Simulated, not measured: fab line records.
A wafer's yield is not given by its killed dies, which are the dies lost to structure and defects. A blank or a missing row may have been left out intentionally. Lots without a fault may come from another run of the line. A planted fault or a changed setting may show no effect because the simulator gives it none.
A lot that was struck, set against a sound lot -- flow n5Finfet -- 16 steps out of a route of 1938
Sound: these wafers, L389.1, L389.2, L389.6. Wafers L398.1, L398.2, L398.4 were the ones struck. The cause is named last.
At each step with rows: each side's tool, then ch and its chambers, then its first start. Under that, the readings that differ: sound wafers -- struck wafers -- difference of the means -- sigmas: that difference in standard deviations of wafers without a fault.
alike: readings with means less than 2 such deviations apart, plus words and numbers identical on both sides. not compared: withheld readings, readings lacking a value on some wafer, bounds such as >300 that could conceal the same value, and numbers that have no deviation in the record and whose values overlap.
The two part at a step that has a row with sigmas, a row that says differs or no value, or rows on one side only. Numbers that don't overlap but have no deviation are shown without sigmas and don't part them. A reading that every wafer of one side lacks parts them only if that side has two wafers or more.

N5_BEOL_M4_OCD_MEAS_38:
  sound on ocd-01, day 8 08:38; struck on ocd-01, day 10 23:25
  alike: trenchDepthNm
then, 4 steps without rows for these wafers: N5_BEOL_M4_HM_STRIP_39 (strips TiN in peroxide tin strip, target depth 25 nm, time 158 s); N5_BEOL_M4_SRD_40 (time 30 s); N5_BEOL_M4_PRECLEAN_42 (cleans in residue remover, time 60 s); N5_BEOL_M4_SRD_43 (time 30 s).
N5_BEOL_M4_CD_MEAS_35: target cd 18 nm, target cd y 22.4 nm.
  sound on cdSem-03, day 8 08:53; struck on cdSem-03, day 10 23:35
  alike: cdNm
N5_BEOL_M4_DEGAS_44: time 60 s.
  sound on pvdSputter-02, day 8 08:56; struck on pvdSputter-01, day 11 00:02
  alike: heaterPowerW
N5_BEOL_M4_PRE_CLEAN_45: time 30 s.
  sound on pvdSputter-02, day 8 08:58; struck on pvdSputter-01, day 11 00:04
  alike: heaterPowerW
N5_BEOL_M4_ALD_84: deposits TaN, pulse time 2 s, purge time 3 s, co reactant purge time 2 s.
  sound on aldMetal-03 ch 0,3, day 8 09:02; struck on aldMetal-01 ch 0,1,3, day 11 00:08
reading,sound,struck,difference,sigmas
heaterPowerW (W),460 533 527,461 348 378,-111,-2
  alike: precursorVesselTempC
  not compared: sinceWetCleanH
then, 2 steps without rows for these wafers: N5_BEOL_M4_SURFACE_TREAT_85; N5_BEOL_M4_CVD_47 (deposits Co from CCTBA/H2, target thk 3 nm, time 223.8 s).
N5_BEOL_M4_SPUTTER_48: material Cu, target thk 4.5 nm, time 8.29 s.
  sound on pvdSputter-02, day 8 09:32; struck on pvdSputter-01, day 11 00:45
  alike: throttleValvePct
N5_BEOL_M4_ANNEAL_49: time 240 s.
  sound on pvdSputter-02, day 8 09:37; struck on pvdSputter-01, day 11 00:50
  no value came back on the struck wafers for heaterPowerW (W), susceptorTempC (C); on the sound wafers heaterPowerW (W) reads 807 737 805
N5_BEOL_M4_SPUTTER_79: material Cu, target thk 4.5 nm, time 8.29 s.
  sound on pvdSputter-02, day 8 09:45; struck on pvdSputter-01, day 11 00:58
  alike: throttleValvePct
N5_BEOL_M4_RC_MEAS_101:
  sound on prober-01 ch 0, day 8 12:29; struck on prober-01 ch 0, day 11 03:37
  alike: DIBL_N, DIBL_P, IOFF_N, IOFF_P, ION_N, ION_P, SS_N, SS_P, VT_N, VT_P
-- record jumps: 5 days separate the struck wafers' starts on either side; left off in module BEOL_M4, taken up again in module PASSIVATION, whose first shown step is the route's number 1936 --
N5_PASSIVATION_PROBE_49:
  sound on prober-02, day 13 03:46; struck on prober-02, day 15 16:24
reading,sound,struck,difference,sigmas
killedAtFrontEnd,56 65 46,27 22 31,-29,-2
  alike: defectLimitedYield, killed_at_M0_to_M3, killed_at_M4_up, killedAtContacts, killedAtOther, killedDies, killedOpen, killedShort, sort_bin_5_function, sort_bin_6_memory, sortNPass, sortYieldPct

== WHERE THEY PART ==
At N5_BEOL_M4_ALD_84 first; at N5_PASSIVATION_PROBE_49 last (within this record only).

WHY: whatever the simulator had introduced
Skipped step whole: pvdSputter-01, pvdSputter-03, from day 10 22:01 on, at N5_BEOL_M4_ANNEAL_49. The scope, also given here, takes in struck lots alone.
